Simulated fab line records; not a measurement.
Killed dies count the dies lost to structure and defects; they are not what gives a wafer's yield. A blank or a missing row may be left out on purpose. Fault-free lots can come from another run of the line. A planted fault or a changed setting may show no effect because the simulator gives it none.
Chamber matching ; flow nandHarc ; NHARC_A_SGD_CUT_ETCHBACK_24 on rieDiel-02: 4 sister chambers
The step etches the open film in CH3F/O2, target depth 50 nm, time 92.857 s. 14 wafers are shown with their chamber, then 7 later ones without.

== WAFERS WITH THEIR CHAMBER ==
wafer;chamber;drypumpMotorCurrentA (A);rfFwdPowerW (W);rfVppV (V)
L721.2;3;6.3;496.3;245.1
L721.5;0;5.7;494.2;242.6
L721.6;1;5.3;498.4;243.2
L723.1;2;5.7;499.4;246.7
L723.3;1;5.2;498.0;242.8
L723.6;2;5.7;499.0;245.6
L724.2;0;5.7;496.1;241.1
L724.3;3;6.3;498.2;245.3
L724.5;0;5.7;494.3;244.2
L727.2;3;6.3;497.8;243.8
L727.5;0;5.7;494.7;241.2
L727.6;1;5.2;498.1;244.1
L728.1;3;6.3;498.4;244.1
L728.2;2;5.8;500.1;247.1

SIGNATURES (averages over the wafers above)
reading;chamber 0;chamber 1;chamber 2;chamber 3;scatter within a chamber
drypumpMotorCurrentA;5.700;5.233;5.733;6.300;0.0365
rfFwdPowerW;494.825;498.167;499.500;497.675;0.756
rfVppV;242.275;243.367;246.467;244.575;1
Rule: a wafer lies at a distance from a chamber equal to the root of the sum of squares, over the readings, of (its reading less the chamber's mean, divided by the reading's scatter). If the next closest chamber is less than 2 further off than the closest, the wafer can't be placed; otherwise it belongs to the closest. How the scatter is found: for the shown wafers, subtract from each reading the mean of its chamber, square and add these, divide the total by (wafers less chambers), then take the root.

== WAFERS WITHOUT THEIR CHAMBER ==
wafer;drypumpMotorCurrentA (A);rfFwdPowerW (W);rfVppV (V)
L728.4;5.2;498.3;243.5
L737.1;5.2;495.1;241.6
L737.3;5.8;498.3;244.9
L737.4;6.3;495.7;243.2
L741.2;6.3;496.5;245.6
L741.3;5.2;497.0;242.9
L741.5;5.2;499.5;241.6

== WHICH CHAMBER EACH WENT THROUGH ==
wafer;from the rows above;in truth
L728.4;1;1
L737.1;1;1
L737.3;2;2
L737.4;3;3
L741.2;3;3
L741.3;1;1
L741.5;1;1
Correctly placed: 7 of 7. Number that these rows cannot place: 0. 0 placed wrongly.
